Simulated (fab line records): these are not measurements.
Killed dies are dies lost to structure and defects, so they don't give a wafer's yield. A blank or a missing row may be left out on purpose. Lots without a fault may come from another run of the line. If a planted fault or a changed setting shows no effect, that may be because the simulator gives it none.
Chamber matching / flow nand-harc / NHARC_P_CONTACT_ALD_22 on ald-metal-04 has 4 sister chambers
The step deposits TiN, target thk 3 nm, pulse time 1 s, ald cycles 150. 8 wafers are shown with their chamber, then 8 later ones without.

WAFERS PAIRED WITH THEIR CHAMBERS
wafer=L083.3; chamber=2; heater-power-w (W)=1099; precursor-pulse-height-rel=1.013
wafer=L083.6; chamber=0; heater-power-w (W)=1036; precursor-pulse-height-rel=0.973
wafer=L083.2; chamber=3; heater-power-w (W)=984; precursor-pulse-height-rel=1.014
wafer=L083.5; chamber=1; heater-power-w (W)=982; precursor-pulse-height-rel=1.007
wafer=L087.3; chamber=2; heater-power-w (W)=1138; precursor-pulse-height-rel=1.030
wafer=L087.5; chamber=3; heater-power-w (W)=1002; precursor-pulse-height-rel=1.029
wafer=L087.6; chamber=0; heater-power-w (W)=1018; precursor-pulse-height-rel=0.999
wafer=L089.1; chamber=1; heater-power-w (W)=998; precursor-pulse-height-rel=1.031

WAFERS WITH NO CHAMBER GIVEN
wafer=L089.2; heater-power-w (W)=1109; precursor-pulse-height-rel=1.007
wafer=L089.5; heater-power-w (W)=990; precursor-pulse-height-rel=1.008
wafer=L092.1; heater-power-w (W)=998; precursor-pulse-height-rel=1.006
wafer=L092.2; heater-power-w (W)=1037; precursor-pulse-height-rel=0.991
wafer=L092.4; heater-power-w (W)=996; precursor-pulse-height-rel=1.027
wafer=L093.1; heater-power-w (W)=1007; precursor-pulse-height-rel=0.993
wafer=L093.3; heater-power-w (W)=997; precursor-pulse-height-rel=1.030
wafer=L093.4; heater-power-w (W)=1123; precursor-pulse-height-rel=0.999

WHICH CHAMBER EACH WENT THROUGH
wafer=L089.2; from the rows above=2; in truth=2
wafer=L089.5; from the rows above=can't be placed: 1 or 3 or 0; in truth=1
wafer=L092.1; from the rows above=can't be placed: 1 or 3 or 0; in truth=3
wafer=L092.2; from the rows above=0; in truth=0
wafer=L092.4; from the rows above=can't be placed: 3 or 1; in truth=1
wafer=L093.1; from the rows above=can't be placed: 0 or 1 or 3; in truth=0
wafer=L093.3; from the rows above=can't be placed: 3 or 1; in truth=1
wafer=L093.4; from the rows above=2; in truth=2
3 of 8 placed correctly. These rows do not allow placing 5 (true chamber among the candidates in 5). 0 placed wrongly.
How it was worked out, from the rows above alone: a wafer's distance from a chamber is the root of the sum, over the readings, of the square of ((its reading less the chamber's mean) divided by the reading's scatter). If the next closest chamber is less than 2 further off than the closest, the wafer can't be placed; otherwise it belongs to the closest. A chamber's mean is the mean of its shown wafers. How the scatter is found: for the shown wafers, subtract from each reading the mean of its chamber, square and add these, divide the total by (wafers less chambers), then take the root.
